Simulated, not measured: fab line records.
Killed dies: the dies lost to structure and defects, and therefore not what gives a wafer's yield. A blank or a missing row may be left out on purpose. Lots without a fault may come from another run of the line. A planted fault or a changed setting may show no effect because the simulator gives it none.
Split-lot trial | flow n5-finfet | 21 wafers read across 7 lots, on a route 1938 steps long

## ABOUT THE SPLIT
At N5_MIM_BOT_SPUTTER_00 (material TiN, target thk 35 nm, time 89.7 s), the setting power-w was moved away from the recipe's 3000 W on 4 of the 21 wafers read, by -17.6% to +15.4%. The other wafers ran this setting at the recipe's value.

The split's own step is where the reading is taken.

## THE READING
TiN_of_MIM_BOT_SPUTTER_00.thk-nm (the simulator's own value, which no gauge read), in nm, at N5_MIM_BOT_SPUTTER_00 (material TiN, target thk 35 nm, time 89.7 s). No usual value for it is given in the file. The 17 wafers here that ran the recipe average 35.0 nm, standard deviation 0.59 nm.

wafer  | tool, chamber at the split | power-w as run, W | against the recipe | TiN_of_MIM_BOT_SPUTTER_00.thk-nm, nm | against lot-mates on the recipe
L074.1 | pvd-sputter-03, -          | 3000              | recipe             | 35.6                                 | -
L074.2 | pvd-sputter-03, -          | 3463              | +15.4%             | 41.4                                 | +5.9
L074.3 | pvd-sputter-03, -          | 3000              | recipe             | 35.4                                 | -
L079.3 | pvd-sputter-01, -          | 3000              | recipe             | 35                                   | -
L079.5 | pvd-sputter-01, -          | 3000              | recipe             | 34                                   | -
L079.6 | pvd-sputter-01, -          | 3192              | +6.4%              | 37.2                                 | +2.7
L084.1 | pvd-sputter-02, -          | 3000              | recipe             | 35.2                                 | -
L084.2 | pvd-sputter-02, -          | 3000              | recipe             | 35.8                                 | -
L084.5 | pvd-sputter-02, -          | 2864              | -4.5%              | 33.6                                 | -1.9
L087.3 | pvd-sputter-01, -          | 3000              | recipe             | 35.2                                 | -
L087.5 | pvd-sputter-01, -          | 3000              | recipe             | 34.2                                 | -
L087.6 | pvd-sputter-01, -          | 3000              | recipe             | 35                                   | -
L088.1 | pvd-sputter-01, -          | 2471              | -17.6%             | 28.6                                 | -7.2
L088.2 | pvd-sputter-01, -          | 3000              | recipe             | 35.8                                 | -
L088.3 | pvd-sputter-01, -          | 3000              | recipe             | 35.8                                 | -
L092.4 | pvd-sputter-01, -          | 3000              | recipe             | 35.2                                 | -
L092.5 | pvd-sputter-01, -          | 3000              | recipe             | 35.4                                 | -
L092.6 | pvd-sputter-01, -          | 3000              | recipe             | 34.4                                 | -
L095.2 | pvd-sputter-01, -          | 3000              | recipe             | 34.4                                 | -
L095.3 | pvd-sputter-01, -          | 3000              | recipe             | 34.2                                 | -
L095.6 | pvd-sputter-01, -          | 3000              | recipe             | 34.6                                 | -

THE FIT
A straight line over all 21 wafers: TiN_of_MIM_BOT_SPUTTER_00.thk-nm changes by +0.38 nm for each +1% of power-w; r = +0.97; the points scatter about the line by 0.58 nm.
The same after taking each lot's own level away (the mean of its wafers on the recipe; 21 wafers): +0.399 nm for each +1%; r = +0.99; scatter 0.33 nm.
Per that fit: largest power-w move, reading shift of 7 nm.
The span of the lots' own levels, 34.40 to 35.80 nm, comes to 2.4 times the standard deviation stated above.
Consequently the slope shifts little with the lot-to-lot level, the two slopes agreeing.
Check: with one of the wafers moved furthest among these (-17.6%) left out of the fit, the line predicts -6.89 nm for it against its lot-mates. It came out at -7.2 nm against them.

## THE OTHER SPLITS THESE WAFERS WENT THROUGH
These wafers also went through other splits before the reading. Each is held against what the fit with the lots' levels taken away leaves over:
other split on the same wafers    | wafers away from the commonest value | r with TiN_of_MIM_BOT_SPUTTER_00.thk-nm (lot level and that fit taken away)
N5_BEOL_M14_TRENCH_ETCH_34 bias-w | 9                                    | +0.55
N5_BEOL_M15_DEP_53 time-s         | 7                                    | -0.17

## THE FILE'S OWN FIT
TiN_of_MIM_BOT_SPUTTER_00.thk-nm changes by +0.399 nm for each +1% of power-w, r = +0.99.
